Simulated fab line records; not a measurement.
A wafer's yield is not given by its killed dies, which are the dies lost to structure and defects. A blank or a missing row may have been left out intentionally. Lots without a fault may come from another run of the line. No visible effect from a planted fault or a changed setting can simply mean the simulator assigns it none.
Matching of chambers / flow nand-harc / NHARC_A_CHANNEL_HOLE_D1_ETCH_16 on rie-diel-11 has 4 sister chambers
The step etches the open film in O2/COS, target depth 3100 nm, time 806 s. 8 wafers are shown with their chamber, then 9 later ones without.

== WAFERS WITH THEIR CHAMBER ==
wafer=L920.1; chamber=2; showerhead-plenum-p-Torr (Torr)=3.16; drypump-motor-current-A (A)=5.35
wafer=L921.4; chamber=0; showerhead-plenum-p-Torr (Torr)=3.13; drypump-motor-current-A (A)=5.67
wafer=L921.6; chamber=1; showerhead-plenum-p-Torr (Torr)=3.34; drypump-motor-current-A (A)=5.56
wafer=L926.2; chamber=1; showerhead-plenum-p-Torr (Torr)=3.33; drypump-motor-current-A (A)=5.59
wafer=L926.3; chamber=2; showerhead-plenum-p-Torr (Torr)=3.16; drypump-motor-current-A (A)=5.36
wafer=L935.1; chamber=3; showerhead-plenum-p-Torr (Torr)=3.33; drypump-motor-current-A (A)=5.81
wafer=L935.2; chamber=0; showerhead-plenum-p-Torr (Torr)=3.13; drypump-motor-current-A (A)=5.66
wafer=L935.4; chamber=3; showerhead-plenum-p-Torr (Torr)=3.33; drypump-motor-current-A (A)=5.80

== WAFERS MISSING THEIR CHAMBER ==
wafer=L936.2; showerhead-plenum-p-Torr (Torr)=3.33; drypump-motor-current-A (A)=5.79
wafer=L936.3; showerhead-plenum-p-Torr (Torr)=3.13; drypump-motor-current-A (A)=5.67
wafer=L936.6; showerhead-plenum-p-Torr (Torr)=3.13; drypump-motor-current-A (A)=5.68
wafer=L937.2; showerhead-plenum-p-Torr (Torr)=3.15; drypump-motor-current-A (A)=5.34
wafer=L937.4; showerhead-plenum-p-Torr (Torr)=3.13; drypump-motor-current-A (A)=5.66
wafer=L937.5; showerhead-plenum-p-Torr (Torr)=3.13; drypump-motor-current-A (A)=5.67
wafer=L938.2; showerhead-plenum-p-Torr (Torr)=3.15; drypump-motor-current-A (A)=5.33
wafer=L938.4; showerhead-plenum-p-Torr (Torr)=3.33; drypump-motor-current-A (A)=5.80
wafer=L938.5; showerhead-plenum-p-Torr (Torr)=3.15; drypump-motor-current-A (A)=5.35

== WHICH CHAMBER EACH WENT THROUGH ==
wafer=L936.2; from the rows above=3; in truth=3
wafer=L936.3; from the rows above=0; in truth=0
wafer=L936.6; from the rows above=0; in truth=0
wafer=L937.2; from the rows above=2; in truth=2
wafer=L937.4; from the rows above=0; in truth=0
wafer=L937.5; from the rows above=0; in truth=0
wafer=L938.2; from the rows above=2; in truth=2
wafer=L938.4; from the rows above=3; in truth=3
wafer=L938.5; from the rows above=2; in truth=2
9 of 9 placed correctly. Can't be placed from these rows: 0. Wrongly placed: 0.
How it was worked out, from the rows above alone: a wafer's distance from a chamber is the root of the sum, over the readings, of the square of ((its reading less the chamber's mean) divided by the reading's scatter). If the next closest chamber is less than 2 further off than the closest, the wafer can't be placed; otherwise it belongs to the closest. Each chamber's mean is taken over the wafers shown for it. How the scatter is found: for the shown wafers, subtract from each reading the mean of its chamber, square and add these, divide the total by (wafers less chambers), then take the root.
